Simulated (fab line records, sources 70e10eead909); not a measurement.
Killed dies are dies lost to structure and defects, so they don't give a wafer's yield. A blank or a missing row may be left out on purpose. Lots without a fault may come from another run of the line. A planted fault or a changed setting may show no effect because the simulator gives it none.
Chamber matching | flow nand_harc | NHARC_P_GATE_STRIP_101 on rie_diel-03: 4 sister chambers
The step strips in O2, time 20 s. 30 wafers are shown with their chamber, then 12 later ones without.

WAFERS WITH THEIR CHAMBER
wafer  | chamber | showerhead_plenum_p_Torr (Torr) | drypump_motor_current_A (A) | oes_product_au (a.u.)
L076.2 | 2       | 3.66                            | 5.5                         | 0.990
L076.5 | 3       | 3.76                            | 5.7                         | 1.017
L076.6 | 0       | 3.72                            | 5.2                         | 1.035
L077.1 | 3       | 3.76                            | 5.6                         | 1.000
L077.2 | 1       | 3.36                            | 6.2                         | 0.958
L077.6 | 0       | 3.72                            | 5.2                         | 1.031
L078.2 | 1       | 3.36                            | 6.2                         | 0.977
L078.4 | 3       | 3.76                            | 5.7                         | 1.015
L078.6 | 1       | 3.36                            | 6.2                         | 0.977
L082.1 | 3       | 3.76                            | 5.6                         | 0.993
L082.4 | 1       | 3.36                            | 6.1                         | 0.980
L082.5 | 3       | 3.76                            | 5.7                         | 1.005
L083.1 | 3       | 3.76                            | 5.7                         | 1.005
L083.3 | 0       | 3.72                            | 5.2                         | 1.031
L083.5 | 3       | 3.76                            | 5.7                         | 0.995
L085.1 | 3       | 3.76                            | 5.7                         | 1.001
L085.4 | 0       | 3.72                            | 5.2                         | 1.044
L085.5 | 3       | 3.76                            | 5.7                         | 1.008
L085.2 | 2       | 3.66                            | 5.5                         | 0.997
L085.3 | 1       | 3.36                            | 6.2                         | 0.978
L085.6 | 0       | 3.72                            | 5.2                         | 1.023
L086.1 | 0       | 3.72                            | 5.2                         | 1.025
L086.3 | 2       | 3.66                            | 5.5                         | 0.996
L086.4 | 1       | 3.36                            | 6.2                         | 0.972
L086.2 | 3       | 3.76                            | 5.7                         | 0.989
L086.5 | 1       | 3.35                            | 6.2                         | 0.976
L086.6 | 0       | 3.72                            | 5.2                         | 1.023
L089.3 | 3       | 3.75                            | 5.7                         | 0.993
L089.5 | 3       | 3.76                            | 5.7                         | 0.991
L089.6 | 0       | 3.72                            | 5.2                         | 1.026

SIGNATURES (means of the wafers above)
reading                  | chamber 0 | chamber 1 | chamber 2 | chamber 3 | scatter within a chamber
showerhead_plenum_p_Torr | 3.7200    | 3.3586    | 3.6600    | 3.7592    | 0.00261
drypump_motor_current_A  | 5.200     | 6.186     | 5.500     | 5.683     | 0.0312
oes_product_au           | 1.02975   | 0.97400   | 0.99433   | 1.00100   | 0.00801
Rule: a wafer's distance from a chamber is the root of the sum, over the readings, of the square of ((its reading less the chamber's mean) divided by the reading's scatter). The wafer belongs to the nearest chamber; if the next one is less than 2 further off, it can't be placed. The scatter: the root of (the sum of the squares of (reading less its chamber's mean) over the shown wafers, divided by (wafers less chambers)).

WAFERS WITHOUT THEIR CHAMBER
wafer  | showerhead_plenum_p_Torr (Torr) | drypump_motor_current_A (A) | oes_product_au (a.u.)
L095.1 | 3.65                            | 5.5                         | 0.992
L095.2 | 3.35                            | 6.2                         | 0.995
L095.3 | 3.75                            | 5.7                         | 0.982
L095.4 | 3.72                            | 5.2                         | 1.001
L095.5 | 3.35                            | 6.2                         | 0.994
L095.6 | 3.65                            | 5.5                         | 0.986
L096.1 | 3.35                            | 6.2                         | 1.018
L096.4 | 3.65                            | 5.5                         | 1.001
L096.6 | 3.35                            | 6.2                         | 0.999
L097.1 | 3.72                            | 5.2                         | 1.011
L097.3 | 3.75                            | 5.7                         | 0.990
L097.4 | 3.65                            | 5.5                         | 1.001

WHICH CHAMBER EACH WENT THROUGH
wafer  | from the rows above | in truth
L095.1 | 2                   | 2
L095.2 | 1                   | 1
L095.3 | 3                   | 3
L095.4 | 0                   | 0
L095.5 | 1                   | 1
L095.6 | 2                   | 2
L096.1 | 1                   | 1
L096.4 | 2                   | 2
L096.6 | 1                   | 1
L097.1 | 0                   | 0
L097.3 | 3                   | 3
L097.4 | 2                   | 2
Placed correctly: 12 of 12. Can't be placed from these rows: 0. Placed wrongly: 0.
